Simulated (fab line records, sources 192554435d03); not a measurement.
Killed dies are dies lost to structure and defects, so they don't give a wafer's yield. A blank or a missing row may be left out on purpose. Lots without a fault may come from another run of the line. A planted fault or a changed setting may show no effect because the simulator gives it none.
Which tool did it? | flow n5_finfet | 10 lots, 30 wafers sampled, at 6 steps of a route of 1938

WHAT THE GAUGES READ, wafer by wafer
N5_BEOL_M1_INSPECT_59: inspects for defects (darkfield).
lot  | measured     | on                | raw_defect_count
L830 | day 6 21:29  | defect_inspect-01 | 66 53 69
L833 | day 7 12:58  | defect_inspect-01 | 40 56 90
L834 | day 7 13:07  | defect_inspect-01 | 48 72 43
L835 | day 7 14:56  | defect_inspect-01 | 82 47 58
L845 | day 10 04:44 | defect_inspect-02 | 78 96 67
L846 | day 10 08:28 | defect_inspect-02 | 63 80 84
L847 | day 10 11:49 | defect_inspect-02 | 77 92 96
L848 | day 10 19:05 | defect_inspect-02 | 43 53 58
L853 | day 12 11:06 | defect_inspect-01 | 62 51 52
L852 | day 12 15:30 | defect_inspect-02 | 75 79 55

N5_BEOL_M2_THK_MEAS_01.
lot  | measured     | on            | M2_ILD_THK (nm)
L830 | day 6 21:36  | film_metro-01 | 79.3 79.8 80.1
L833 | day 7 13:04  | film_metro-01 | 78.4 78.9 78.4
L834 | day 7 13:13  | film_metro-02 | 78.3 78.2 80.8
L835 | day 7 15:02  | film_metro-02 | 79.1 79.5 78.1
L845 | day 10 04:50 | film_metro-01 | 76.7 88.8 80.3
L846 | day 10 08:34 | film_metro-02 | 78.9 88.9 79.8
L847 | day 10 11:56 | film_metro-02 | 78.8 80.5 80.7
L848 | day 10 19:11 | film_metro-01 | 79.2 78.4 80.5
L853 | day 12 11:12 | film_metro-02 | 78.1 80.2 79.9
L852 | day 12 15:36 | film_metro-01 | 79.0 80.8 80.4

N5_BEOL_M4_RC_MEAS_101.
lot  | measured     | on        | DIBL_N (mV/V)  | DIBL_P (mV/V)  | IOFF_N (nA/um) | IOFF_P (nA/um) | ION_N (uA/um) | ION_P (uA/um) | SS_N (mV/dec)  | SS_P (mV/dec)  | VT_N (mV)   | VT_P (mV)
L830 | day 8 08:06  | prober-01 | 36.5 37.3 37.0 | 36.5 37.2 36.9 | 0.18 0.20 0.19 | 0.22 0.23 0.22 | 682 687 685   | 472 463 466   | 71.6 72.3 72.0 | 73.3 73.7 73.5 | 248 247 244 | -248 -250 -248
L833 | day 8 21:51  | prober-02 | 38.8 37.0 37.7 | 38.2 35.9 37.0 | 0.23 0.18 0.20 | 0.28 0.24 0.26 | 697 688 693   | 472 469 472   | 71.3 71.5 71.6 | 74.5 73.4 74.2 | 248 247 247 | -245 -248 -246
L834 | day 9 01:47  | prober-01 | 36.3 34.4 34.7 | 33.9 33.5 33.9 | 0.14 0.12 0.13 | 0.18 0.17 0.18 | 665 663 664   | 453 453 450   | 71.0 69.8 70.3 | 72.9 73.0 72.3 | 254 252 253 | -248 -250 -249
L835 | day 9 09:56  | prober-02 | 39.0 38.7 37.0 | 38.2 38.2 35.9 | 0.21 0.20 0.17 | 0.26 0.27 0.22 | 685 683 674   | 469 470 462   | 71.9 72.0 70.7 | 74.1 73.8 73.3 | 248 243 250 | -247 -246 -247
L845 | day 12 00:33 | prober-02 | 36.0 34.1 35.2 | 36.6 34.7 36.3 | 0.15 0.13 0.15 | 0.21 0.19 0.21 | 667 677 675   | 456 466 466   | 72.2 71.1 71.9 | 73.3 73.0 73.5 | 252 251 251 | -250 -250 -250
L846 | day 11 19:54 | prober-01 | 36.5 33.6 35.1 | 37.1 34.0 36.0 | 0.16 0.13 0.14 | 0.22 0.18 0.21 | 674 667 667   | 461 460 461   | 71.1 70.8 71.1 | 73.9 73.0 73.9 | 252 252 253 | -251 -254 -249
L847 | day 11 16:50 | prober-01 | 37.6 35.3 39.6 | 38.6 35.9 40.3 | 0.18 0.13 0.23 | 0.22 0.19 0.25 | 681 667 682   | 467 459 463   | 72.4 71.0 72.1 | 73.6 73.3 74.1 | 248 253 244 | -250 -251 -247
L848 | day 12 18:10 | prober-02 | 38.1 37.3 36.4 | 39.1 38.4 37.8 | 0.23 0.21 0.19 | 0.26 0.26 0.24 | 689 701 693   | 467 477 473   | 72.1 71.9 71.6 | 73.5 73.4 74.1 | 245 243 247 | -246 -247 -248
L853 | day 13 22:10 | prober-01 | 39.0 36.7 35.6 | 37.7 36.5 34.4 | 0.19 0.16 0.13 | 0.24 0.24 0.19 | 679 689 679   | 463 480 464   | 73.4 70.5 71.2 | 74.3 73.0 72.9 | 246 248 250 | -247 -246 -252
L852 | day 13 22:52 | prober-02 | 38.3 36.6 35.1 | 38.7 36.7 35.0 | 0.19 0.14 0.14 | 0.25 0.23 0.20 | 673 654 668   | 469 459 462   | 72.7 71.7 71.7 | 73.5 73.3 73.1 | 246 253 250 | -248 -248 -249

WHICH TOOL RAN EACH LOT (tool, then ch and the chambers of the sampled wafers, then the start)
lot  | N5_BEOL_M1_ANNEAL_91         | N5_BEOL_M1_SPUTTER_92        | N5_BEOL_M2_ILD_DEP_00
L830 | pvd_sputter-02, day 6 19:33  | pvd_sputter-02, day 6 19:41  | pecvd-04 ch 1, day 6 21:31
L833 | pvd_sputter-03, day 7 08:02  | pvd_sputter-03, day 7 08:10  | pecvd-01 ch 0,1,2, day 7 13:00
L834 | pvd_sputter-03, day 7 09:52  | pvd_sputter-03, day 7 10:01  | pecvd-04 ch 0,1,2, day 7 13:08
L835 | pvd_sputter-01, day 7 12:50  | pvd_sputter-01, day 7 12:58  | pecvd-01 ch 0,1,2, day 7 14:58
L845 | pvd_sputter-02, day 10 02:53 | pvd_sputter-02, day 10 03:01 | pecvd-01 ch 0,1, day 10 04:47
L846 | pvd_sputter-01, day 10 06:47 | pvd_sputter-01, day 10 06:55 | pecvd-01 ch 1,2, day 10 08:30
L847 | pvd_sputter-02, day 10 10:10 | pvd_sputter-02, day 10 10:18 | pecvd-02 ch 1, day 10 11:51
L848 | pvd_sputter-02, day 10 17:25 | pvd_sputter-02, day 10 17:34 | pecvd-02 ch 0,1, day 10 19:08
L853 | pvd_sputter-01, day 12 09:26 | pvd_sputter-01, day 12 09:35 | pecvd-04 ch 0,1, day 12 11:08
L852 | pvd_sputter-03, day 12 13:30 | pvd_sputter-03, day 12 13:38 | pecvd-02 ch 0,1, day 12 15:32
- N5_BEOL_M1_ANNEAL_91: time 240 s.
- N5_BEOL_M1_SPUTTER_92: material Cu, target thk 4.5 nm, time 8.29 s.
- N5_BEOL_M2_ILD_DEP_00: deposits SiOC from DEMS/O2, target thk 79 nm, time 15.3 s.

WHAT THE TOOLS THEMSELVES READ (means of the sampled wafers that have a number; where no wafer has one, the mark that the record gives instead)
N5_BEOL_M1_ANNEAL_91.
lot  | tool           | heater_power_w (W)
L830 | pvd_sputter-02 | 786
L833 | pvd_sputter-03 | 738
L834 | pvd_sputter-03 | 870
L835 | pvd_sputter-01 | 794
L845 | pvd_sputter-02 | 827
L846 | pvd_sputter-01 | 819
L847 | pvd_sputter-02 | 743
L848 | pvd_sputter-02 | 856
L853 | pvd_sputter-01 | 832
L852 | pvd_sputter-03 | 748

N5_BEOL_M1_SPUTTER_92.
lot  | tool           | throttle_valve_pct (%)
L830 | pvd_sputter-02 | 30.3
L833 | pvd_sputter-03 | 29.8
L834 | pvd_sputter-03 | 30.4
L835 | pvd_sputter-01 | 30.4
L845 | pvd_sputter-02 | 30.0
L846 | pvd_sputter-01 | 29.8
L847 | pvd_sputter-02 | 30.2
L848 | pvd_sputter-02 | 30.3
L853 | pvd_sputter-01 | 30.0
L852 | pvd_sputter-03 | 29.9

N5_BEOL_M2_ILD_DEP_00.
lot  | tool     | heater_power_w (W) | showerhead_plenum_p_Torr (Torr) | showerhead_vpp_V (V) | throttle_valve_pct (%)
L830 | pecvd-04 | 343                | 5.717                           | 1410                 | 11.7
L833 | pecvd-01 | 514                | 5.696                           | 1352                 | 12.2
L834 | pecvd-04 | 412                | 5.698                           | 1421                 | 12.0
L835 | pecvd-01 | 492                | 5.696                           | 1357                 | 12.1
L845 | pecvd-01 | 550                | 5.689                           | 1329                 | 12.3
L846 | pecvd-01 | 501                | 5.696                           | 1374                 | 11.9
L847 | pecvd-02 | 484                | 5.687                           | 1392                 | 12.5
L848 | pecvd-02 | 509                | 5.699                           | 1432                 | 11.9
L853 | pecvd-04 | 451                | 5.690                           | 1363                 | 12.2
L852 | pecvd-02 | 475                | 5.708                           | 1427                 | 11.9

THE ANSWER, worked out from the rows above alone
Rule: what is usual is taken from the lots themselves. Put in order of their means at a reading, lots are off if they are a third of the lots or fewer, leave a main group of 4 or more, and stand apart from it by a gap of 3 or more times the standard deviation of the main group's means; of several such gaps the widest counts. A main group whose means are all the same, to the digits that the tables above print for the reading, isn't used. A lot without any number at a reading at which 4 lots or more have one is off too. The other lots that the step has rows for count as sound. The gauges are gone through in route order, then the tools' own readings, and for those a lot's mean is taken as printed above. The first step at which some lot is off is used, and at that step the reading that is off furthest; a lot without a number counts as furthest.
Off: L845, L846, at N5_BEOL_M2_THK_MEAS_01 (M2_ILD_THK). The main group: mean 79.4 nm, standard deviation 0.49.
A tool fits if, at a process step before that reading, it ran every lot that is off, and no sound lot after the first of them. The gauges at N5_BEOL_M2_THK_MEAS_01 aren't tried: what is off there is off at N5_BEOL_M4_RC_MEAS_101 too, on other tools, and a gauge's error can't cause that. One fits: pecvd-01 at N5_BEOL_M2_ILD_DEP_00. Its last sound lot is L835 (day 7 14:58), its first lot that is off L845 (day 10 04:47): a fault that began between those two fits.

WHAT THE SIMULATOR HAD PUT IN
Process parameter drift: pecvd-01, from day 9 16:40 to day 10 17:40, at N5_BEOL_M2_ILD_DEP_00. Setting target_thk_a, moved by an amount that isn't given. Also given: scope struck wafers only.
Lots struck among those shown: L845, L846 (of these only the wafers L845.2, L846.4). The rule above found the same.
